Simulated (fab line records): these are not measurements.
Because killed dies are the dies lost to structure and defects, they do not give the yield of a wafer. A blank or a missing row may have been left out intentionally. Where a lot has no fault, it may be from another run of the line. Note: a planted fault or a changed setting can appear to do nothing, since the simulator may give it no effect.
Comparing a struck lot with a sound one + flow n5Finfet + 23 out of 1938 route steps
Sound: these wafers, L358.1, L358.2, L358.6. Struck: wafers L351.1, L351.2, L351.5. The cause is given at the end.
For every step that has rows: the tool of each side, followed by ch and its chambers, followed by its first start. Under that, the readings that differ: sound wafers + struck wafers + difference of the means + sigmas: that difference in standard deviations of wafers without a fault.
alike: words and numbers the same on both sides, and readings whose means are apart by under 2 such deviations; not compared: readings that were withheld, readings missing a value for some wafer, numbers with overlapping values and no deviation given by the record, and bounds like >300 which may hide the same value.
A row with sigmas, a row that says differs or no value, or rows on one side alone: a step with any of these is where the two part. When numbers do not overlap yet have no deviation, they are printed without sigmas and do not part them. Lack of a reading on every wafer of one side parts them only where that side has two or more wafers.

first, 9 steps without rows for these wafers: N5_GATE_CUT_DESCUM_18 (chemistry O2, time 7 s); N5_GATE_CUT_ETCH_28 (etches underlayer in N2/H2, target depth 13 nm, time 10.4 s); N5_GATE_CUT_ETCH_36 (etches SiARC in CF4, target depth 13 nm, time 21.7 s); N5_GATE_CUT_ETCH_37 (etches SOC in N2/H2, target depth 60 nm, overetch 12 nm, time 90 s); N5_GATE_CUT_STRIP_38 (strips in N2/H2); N5_GATE_CUT_STRIP_39 (strips in N2/H2); N5_GATE_CUT_HM_OPEN_40 (chemistry C4F6/O2, target SiO2, target depth 139 nm, time 85.1 s); N5_GATE_CUT_STRIP_41 (strips in CF4); N5_GATE_CUT_STRIP_42 (strips in O2).
N5_GATE_CUT_ETCH_19: etches SiNx in CH3F/O2, target depth 53.7 nm, time 76.7 s.
  sound on rieDiel-05 ch 1,3, day 10 03:23; struck on rieDiel-05 ch 1,2, day 8 11:42
  no value came back on the struck wafers for any of 9 readings (CH3F_flow_sccm (sccm), O2_flow_sccm (sccm) and others); on the sound wafers CH3F_flow_sccm (sccm) reads 29.96 30.09 30.02
| reading                                     | sound         | struck          | difference | sigmas |
|---------------------------------------------|---------------|-----------------|------------|--------|
| model.SiO2_of_GATE_CUT_HM_DEP_46.thkNm (nm) | 121 120 124.2 | 125.6 128 129.2 | +5.9       |        |
  not compared: rfHoursCounterH
N5_GATE_CUT_CUT_ETCH_53: etches W in SF6/Cl2, target depth 79.2 nm.
  sound on rieMetal-01 ch 0, day 10 03:29; struck on rieMetal-01 ch 0, day 8 11:49
| reading              | sound             | struck            | difference | sigmas |
|----------------------|-------------------|-------------------|------------|--------|
| biasW (W)            | 80.11 80.65 80.21 | 79.51 80.15 79.87 | -0.48      | -2     |
| etchRfOnTimeS (s)    | 26.2 26.2 26.0    | 34.3 34.3 34.3    | +8.2       | +15    |
| oesProductAu (a.u.)  | 0.52 0.52 0.52    | 0.22 0.21 0.22    | -0.30      | -2     |
| throttleValvePct (%) | 29.3 29.4 29.3    | 27.9 27.9 27.9    | -1.4       | -4     |
  alike: SF6_flow_sccm, drypumpMotorCurrentA, mfcCl2Sccm
  not compared: rfHoursCounterH
N5_GATE_CUT_CUT_ETCH_54: etches TiN in Cl2/BCl3, target depth 96.7 nm.
  sound on rieMetal-01 ch 0, day 10 03:37; struck on rieMetal-01 ch 0, day 8 11:56
| reading              | sound             | struck            | difference | sigmas |
|----------------------|-------------------|-------------------|------------|--------|
| etchRfOnTimeS (s)    | 36.5 36.5 36.6    | 47.9 47.9 47.9    | +11.4      | +15    |
| oesProductAu (a.u.)  | 0.52 0.52 0.52    | 0.21 0.22 0.22    | -0.30      | -2     |
| throttleValvePct (%) | 22.58 22.56 22.58 | 23.08 23.09 23.09 | +0.51      | +2     |
  alike: bcl3FlowSccm, biasW, drypumpMotorCurrentA, mfcCl2Sccm
  not compared: rfHoursCounterH
then, 8 steps without rows for these wafers: N5_GATE_CUT_ETCH_47 (etches SiO2 in Cl2/BCl3, target depth 10 nm); N5_GATE_CUT_VAPOR_ETCH_48 (etches TiN in BCl3/Cl2); N5_GATE_CUT_VAPOR_ETCH_49 (etches TiAlC in BCl3/Cl2); N5_GATE_CUT_VAPOR_ETCH_51 (etches HfO2 in BCl3/Cl2); N5_GATE_CUT_STRIP_21 (strips in N2/H2, time 30 s); N5_GATE_CUT_STRIP_29 (strips in post etch residue remover, time 60 s); N5_GATE_CUT_SRD_52 (time 30 s); N5_GATE_CUT_ALD_22 (deposits SiNx, target thk 16 nm, pulse time 1 s, ald cycles 320).
N5_GATE_CUT_CMP_23: polishes, stops on SiO2, t overpolish 23.4 s, target thk 16 nm.
  sound on cmp-01 ch 0,3, day 10 05:50; struck on cmp-03 ch 0,1,3, day 8 14:26
| reading                                     | sound       | struck          | difference | sigmas |
|---------------------------------------------|-------------|-----------------|------------|--------|
| model.SiO2_of_GATE_CUT_HM_DEP_46.thkNm (nm) | 99.8 99 103 | 104.4 106.8 108 | +5.8       |        |
  alike: motorCurrentA, slurryFilterDpKPa
N5_BEOL_M4_RC_MEAS_101:
  the record has rows for the sound wafers here (prober-02 ch 0, day 15 04:29) and none for the struck ones
-- here the record skips 8 days between the struck wafers' starts before and after, leaving off in module BEOL_M4 and picking up in module PASSIVATION (first step shown: number 1936 of the route) --
N5_PASSIVATION_PROBE_49:
  sound on prober-02, day 19 15:49; struck on prober-01, day 16 12:32
| reading            | sound | struck         | difference | sigmas |
|--------------------|-------|----------------|------------|--------|
| killed_at_M0_to_M3 | 24 21 | 27 54 68       | +27        | +2     |
| killedAtFrontEnd   | 39 40 | 1131 1113 1075 | +1067      | +97    |
| killedAtOther      | 6 15  | 3 1 8          | -6         | -2     |
| killedDies         | 95 95 | 1180 1180 1180 | +1085      | +54    |
| killedOnRim        | 14 12 | 152 152 152    | +139       | +34    |
  alike: killed_at_M4_up, killedAtContacts, killedOpen, killedShort

## WHERE THEY PART
Last at N5_PASSIVATION_PROBE_49 as far as this record goes, first at N5_GATE_CUT_ETCH_19.

WHY: the cause the simulator had injected
Skipped step whole: rieDiel-05, from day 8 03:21 on, at N5_GATE_CUT_ETCH_19. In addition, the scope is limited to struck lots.
